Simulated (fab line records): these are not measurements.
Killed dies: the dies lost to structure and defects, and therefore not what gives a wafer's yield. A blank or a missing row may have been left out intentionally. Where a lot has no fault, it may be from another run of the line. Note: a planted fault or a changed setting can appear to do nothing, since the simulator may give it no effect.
Which tool did it?	flow nand_harc	45 wafers from 15 lots sampled at 4 of the route's 1302 steps

== WHAT THE GAUGES READ, wafer by wafer ==
NHARC_P_M2_INSPECT_27.
lot	measured	on	raw_defect_count
L833	day 7 02:37	defect_inspect-02	222 214 141
L834	day 7 03:49	defect_inspect-02	335 703 242
L835	day 7 07:14	defect_inspect-01	604 340 392
L837	day 8 03:35	defect_inspect-01	383 458 577
L838	day 8 22:08	defect_inspect-01	233 365 265
L839	day 8 22:55	defect_inspect-02	323 346 306
L840	day 9 16:42	defect_inspect-02	252 338 262
L848	day 12 11:35	defect_inspect-01	433 139 296
L846	day 12 11:49	defect_inspect-01	486 494 306
L847	day 12 12:50	defect_inspect-01	301 457 349
L849	day 13 08:12	defect_inspect-02	207 225 297
L852	day 14 09:58	defect_inspect-01	139 224 396
L854	day 14 21:05	defect_inspect-01	545 349 405
L853	day 14 21:41	defect_inspect-02	560 379 259
L855	day 15 09:29	defect_inspect-01	255 178 434

== WHAT TOOL EACH LOT RAN ON (gives the tool, then ch and the chambers of the sampled wafers, and finally the start) ==
lot	NHARC_P_M1_DEP_33	NHARC_P_M2_PVD_20	NHARC_P_M2_ANNEAL_31
L833	pecvd-04 ch 0,1,2, day 6 22:36	pvd_sputter-03, day 7 01:10	rtp_anneal-02 ch 0, day 7 01:51
L834	pecvd-02 ch 0,1,2, day 6 23:52	pvd_sputter-03, day 7 02:21	rtp_anneal-01 ch 0, day 7 03:00
L835	pecvd-04 ch 0,1,2, day 7 03:05	pvd_sputter-02, day 7 05:48	rtp_anneal-01 ch 0, day 7 06:29
L837	pecvd-03 ch 0,2, day 7 23:40	pvd_sputter-02, day 8 02:07	rtp_anneal-01 ch 0, day 8 02:46
L838	pecvd-04 ch 1,2, day 8 18:11	pvd_sputter-03, day 8 20:41	rtp_anneal-01 ch 0, day 8 21:19
L839	pecvd-02 ch 1,2, day 8 19:01	pvd_sputter-01, day 8 21:29	rtp_anneal-02 ch 0, day 8 22:12
L840	pecvd-02 ch 0,1,2, day 9 12:39	pvd_sputter-03, day 9 15:15	rtp_anneal-01 ch 0, day 9 15:55
L848	pecvd-02 ch 1,2, day 12 07:29	pvd_sputter-03, day 12 10:08	rtp_anneal-02 ch 0, day 12 10:49
L846	pecvd-03 ch 0,1,2, day 12 07:50	pvd_sputter-02, day 12 10:23	rtp_anneal-01 ch 0, day 12 11:02
L847	pecvd-03 ch 0,1,2, day 12 08:44	pvd_sputter-03, day 12 11:22	rtp_anneal-01 ch 0, day 12 12:03
L849	pecvd-02 ch 0,1,2, day 13 04:08	pvd_sputter-02, day 13 06:45	rtp_anneal-02 ch 0, day 13 07:22
L852	pecvd-03 ch 0,2, day 14 05:59	pvd_sputter-03, day 14 08:29	rtp_anneal-02 ch 0, day 14 09:07
L854	pecvd-02 ch 0,1,2, day 14 17:01	pvd_sputter-02, day 14 19:40	rtp_anneal-01 ch 0, day 14 20:19
L853	pecvd-03 ch 0,2, day 14 17:40	pvd_sputter-03, day 14 20:13	rtp_anneal-02 ch 0, day 14 20:51
L855	pecvd-04 ch 0,1,2, day 15 05:32	pvd_sputter-01, day 15 08:00	rtp_anneal-01 ch 0, day 15 08:42
- NHARC_P_M1_DEP_33: deposits SiCN, target thk 30 nm.
- NHARC_P_M2_PVD_20: deposits TaN, target thk 5 nm, time 8.06 s.
- NHARC_P_M2_ANNEAL_31: time 90 s.

== AS READ BY THE TOOLS THEMSELVES (means over the sampled wafers that have a number; for cases with no such wafer, the mark the record gives instead) ==
NHARC_P_M1_DEP_33.
lot	tool	heater_power_w (W)	rf_fwd_power_W (W)
L833	pecvd-04	537	448.6
L834	pecvd-02	478	449.4
L835	pecvd-04	509	448.8
L837	pecvd-03	565	450.4
L838	pecvd-04	496	450.0
L839	pecvd-02	352	449.5
L840	pecvd-02	469	448.3
L848	pecvd-02	451	448.9
L846	pecvd-03	624	449.0
L847	pecvd-03	632	448.7
L849	pecvd-02	461	449.8
L852	pecvd-03	558	449.0
L854	pecvd-02	444	449.9
L853	pecvd-03	547	450.0
L855	pecvd-04	498	449.2

NHARC_P_M2_PVD_20.
lot	tool	bias_v (V)	cathode_dc_power_W (W)	throttle_valve_pct (%)
L833	pvd_sputter-03	170.4	15001	30.1
L834	pvd_sputter-03	168.9	15002	29.9
L835	pvd_sputter-02	168.8	15000	29.7
L837	pvd_sputter-02	168.7	15000	29.3
L838	pvd_sputter-03	167.4	15001	30.6
L839	pvd_sputter-01	168.9	15001	31.4
L840	pvd_sputter-03	167.2	14998	30.2
L848	pvd_sputter-03	169.6	15000	30.6
L846	pvd_sputter-02	-	-	-
L847	pvd_sputter-03	-	-	-
L849	pvd_sputter-02	-	-	-
L852	pvd_sputter-03	168.9	15000	30.6
L854	pvd_sputter-02	170.9	15001	29.7
L853	pvd_sputter-03	168.8	14999	30.8
L855	pvd_sputter-01	169.7	15002	31.4

NHARC_P_M2_ANNEAL_31.
lot	tool	wafer_temp_C_max
L833	rtp_anneal-02	226.2
L834	rtp_anneal-01	226.0
L835	rtp_anneal-01	226.1
L837	rtp_anneal-01	226.0
L838	rtp_anneal-01	226.2
L839	rtp_anneal-02	226.6
L840	rtp_anneal-01	225.9
L848	rtp_anneal-02	226.7
L846	rtp_anneal-01	226.0
L847	rtp_anneal-01	226.0
L849	rtp_anneal-02	226.4
L852	rtp_anneal-02	226.8
L854	rtp_anneal-01	225.8
L853	rtp_anneal-02	226.6
L855	rtp_anneal-01	225.9

== THE ANSWER, worked out from the rows above alone ==
Rule: what is usual is taken from the lots themselves. Put in order of their means at a reading, lots are off if they are a third of the lots or fewer, leave a main group of 4 or more, and stand apart from it by a gap of 3 or more times the standard deviation of the main group's means; of several such gaps the widest counts. If all means in a main group match to the digits the tables above print for the reading, that group is not used. A lot without any number at a reading at which 4 lots or more have one is off too. The other lots that the step has rows for count as sound. Order of review: gauges by route order, followed by the tools' own readings, for which a lot's mean as printed above is used. The first step at which some lot is off is used, and at that step the reading that is off furthest; a lot without a number counts as furthest.
Off, at NHARC_P_M2_PVD_20 on bias_v: L846, L847, L849. Without a number there: L846, L847, L849. The main group: mean 169.0 V, standard deviation 1.
If a tool, at that step or one of the process steps before it, ran each lot that is off and ran no sound lot following the first of them, it fits. Of those tried, none fits.

== WHAT THE SIMULATOR HAD PUT IN ==
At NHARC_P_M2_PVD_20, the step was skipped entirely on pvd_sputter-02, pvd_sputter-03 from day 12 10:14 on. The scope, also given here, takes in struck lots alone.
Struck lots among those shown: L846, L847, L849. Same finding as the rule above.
